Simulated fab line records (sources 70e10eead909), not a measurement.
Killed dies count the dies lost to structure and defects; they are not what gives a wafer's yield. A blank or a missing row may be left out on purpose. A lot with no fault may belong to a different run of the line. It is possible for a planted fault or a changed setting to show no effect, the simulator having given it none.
Chamber matching :: flow nand harc :: 4 sister chambers for NHARC_P_M2_ETCH_35 on rie diel-11
The step etches the open film in N2/H2, target depth 40 nm, overetch 12 nm, time 43.94 s. 4 wafers are shown with their chamber, then 7 later ones without.

## WAFERS PAIRED WITH THEIR CHAMBERS
wafer: L083.6
chamber: 2
showerhead plenum p Torr (Torr): 1.88

wafer: L082.1
chamber: 0
showerhead plenum p Torr (Torr): 1.89

wafer: L085.4
chamber: 3
showerhead plenum p Torr (Torr): 2.11

wafer: L085.5
chamber: 1
showerhead plenum p Torr (Torr): 1.94

## WAFERS WITHOUT THEIR CHAMBER
wafer: L085.6
showerhead plenum p Torr (Torr): 2.22

wafer: L090.3
showerhead plenum p Torr (Torr): 1.93

wafer: L090.4
showerhead plenum p Torr (Torr): 2.22

wafer: L090.6
showerhead plenum p Torr (Torr): 2.22

wafer: L092.3
showerhead plenum p Torr (Torr): 1.93

wafer: L092.4
showerhead plenum p Torr (Torr): 1.93

wafer: L092.5
showerhead plenum p Torr (Torr): 2.21

## WHICH CHAMBER EACH WENT THROUGH
wafer: L085.6
from the rows above: 3
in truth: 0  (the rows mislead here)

wafer: L090.3
from the rows above: can't be placed: 1 or 0 or 2
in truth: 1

wafer: L090.4
from the rows above: 3
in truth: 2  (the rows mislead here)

wafer: L090.6
from the rows above: 3
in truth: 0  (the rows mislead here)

wafer: L092.3
from the rows above: can't be placed: 1 or 0 or 2
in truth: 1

wafer: L092.4
from the rows above: can't be placed: 1 or 0 or 2
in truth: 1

wafer: L092.5
from the rows above: 3
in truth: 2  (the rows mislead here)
Correctly placed: 0 of 7. Can't be placed from these rows: 3 (the true chamber is among the candidates in 3). 4 placed wrongly.
How it was worked out, from the rows above alone: a wafer's distance from a chamber is the root of the sum, over the readings, of the square of ((its reading less the chamber's mean) divided by the reading's scatter). The wafer belongs to the nearest chamber; if the next one is less than 2 further off, it can't be placed. The mean given for a chamber averages the wafers shown for that chamber. The scatter: with one shown wafer a chamber, the root of the mean of the squares of how far each hidden wafer lies from its nearest shown one.
